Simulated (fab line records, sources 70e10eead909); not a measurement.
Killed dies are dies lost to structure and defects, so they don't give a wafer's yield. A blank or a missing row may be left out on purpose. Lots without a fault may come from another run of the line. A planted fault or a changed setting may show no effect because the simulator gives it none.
Chamber matching | flow nand_harc | NHARC_P_M0_DEP_32 on pecvd-02: 3 sister chambers
The step deposits SiCN, target thk 30 nm. 18 wafers are shown with their chamber, then 9 later ones without.

WAFERS WITH THEIR CHAMBER
wafer  | chamber | heater_power_w (W)
L075.1 | 0       | 520
L075.3 | 2       | 597
L075.5 | 0       | 546
L077.2 | 0       | 584
L077.3 | 2       | 591
L077.6 | 0       | 594
L078.1 | 2       | 545
L078.2 | 0       | 611
L078.3 | 1       | 708
L080.1 | 2       | 492
L080.4 | 1       | 719
L080.6 | 2       | 479
L086.2 | 0       | 461
L086.3 | 2       | 537
L086.5 | 0       | 463
L089.2 | 1       | 663
L089.3 | 0       | 570
L089.5 | 1       | 667

SIGNATURES (means of the wafers above)
reading        | chamber 0 | chamber 1 | chamber 2 | scatter within a chamber
heater_power_w | 543.62    | 689.25    | 540.17    | 50.1
Rule: a wafer's distance from a chamber is the root of the sum, over the readings, of the square of ((its reading less the chamber's mean) divided by the reading's scatter). The wafer belongs to the nearest chamber; if the next one is less than 2 further off, it can't be placed. The scatter: the root of (the sum of the squares of (reading less its chamber's mean) over the shown wafers, divided by (wafers less chambers)).

WAFERS WITHOUT THEIR CHAMBER
wafer  | heater_power_w (W)
L091.2 | 582
L091.4 | 726
L091.5 | 532
L094.2 | 585
L094.4 | 589
L094.5 | 539
L097.3 | 570
L097.5 | 513
L097.6 | 720

WHICH CHAMBER EACH WENT THROUGH
wafer  | from the rows above          | in truth
L091.2 | can't be placed: 0 or 2 or 1 | 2
L091.4 | 1                            | 1
L091.5 | can't be placed: 2 or 0      | 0
L094.2 | can't be placed: 0 or 2 or 1 | 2
L094.4 | can't be placed: 0 or 2 or 1 | 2
L094.5 | can't be placed: 2 or 0      | 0
L097.3 | can't be placed: 0 or 2 or 1 | 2
L097.5 | can't be placed: 2 or 0      | 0
L097.6 | 1                            | 1
Placed correctly: 2 of 9. Can't be placed from these rows: 7 (the true chamber is among the candidates in 7). Placed wrongly: 0.
